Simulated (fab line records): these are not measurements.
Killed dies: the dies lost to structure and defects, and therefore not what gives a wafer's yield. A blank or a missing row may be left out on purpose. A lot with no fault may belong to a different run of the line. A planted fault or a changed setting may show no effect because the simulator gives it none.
Which tool was responsible? ; flow nand_harc ; 33 wafers sampled from 11 lots at 1 step of a route of 1159

## WHAT EACH GAUGE READ, for each wafer
NHARC_A_CONTACT_CD_MEAS_15.
lot;measured;on;cd_nm (nm)
L781;day 16 18:21;cd_sem-01;89.3 89.9 89.5
L782;day 17 03:50;cd_sem-03;89.5 89.1 89.5
L783;day 17 09:08;cd_sem-03;89.7 89.4 89.5
L787;day 18 06:24;cd_sem-03;89.9 90.3 90.0
L788;day 18 12:16;cd_sem-02;89.9 90.5 90.1
L790;day 19 13:53;cd_sem-03;89.7 89.9 89.9
L794;day 19 22:00;cd_sem-01;90.1 90.1 90.6
L791;day 20 01:31;cd_sem-03;90.1 89.6 89.8
L793;day 20 02:56;cd_sem-03;90.3 90.7 89.7
L798;day 22 11:16;cd_sem-03;89.4 89.9 89.7
L804;day 22 16:55;cd_sem-02;89.4 89.4 89.5

## WHAT TOOL EACH LOT RAN ON (gives the tool, then ch and the chambers of the sampled wafers, and finally the start)
Record: no process step prior to these readings.

## THE ANSWER, worked out from the rows above alone
Rule: the lots themselves supply what counts as usual. The widest of any qualifying gaps counts: lots, ordered by their means at a reading, are off when they make up no more than a third of the lots, leave a main group of 4 or more, and stand apart from it by 3 or more times the standard deviation of that group's means. A main group is skipped when, at the precision printed for the reading in the tables above, its means are all equal. A lot without any number at a reading at which 4 lots or more have one is off too. The other lots that the step has rows for count as sound.
No lot is off on any of the readings shown, so nothing can be concluded from this.

## WHAT THE SIMULATOR HAD INSERTED
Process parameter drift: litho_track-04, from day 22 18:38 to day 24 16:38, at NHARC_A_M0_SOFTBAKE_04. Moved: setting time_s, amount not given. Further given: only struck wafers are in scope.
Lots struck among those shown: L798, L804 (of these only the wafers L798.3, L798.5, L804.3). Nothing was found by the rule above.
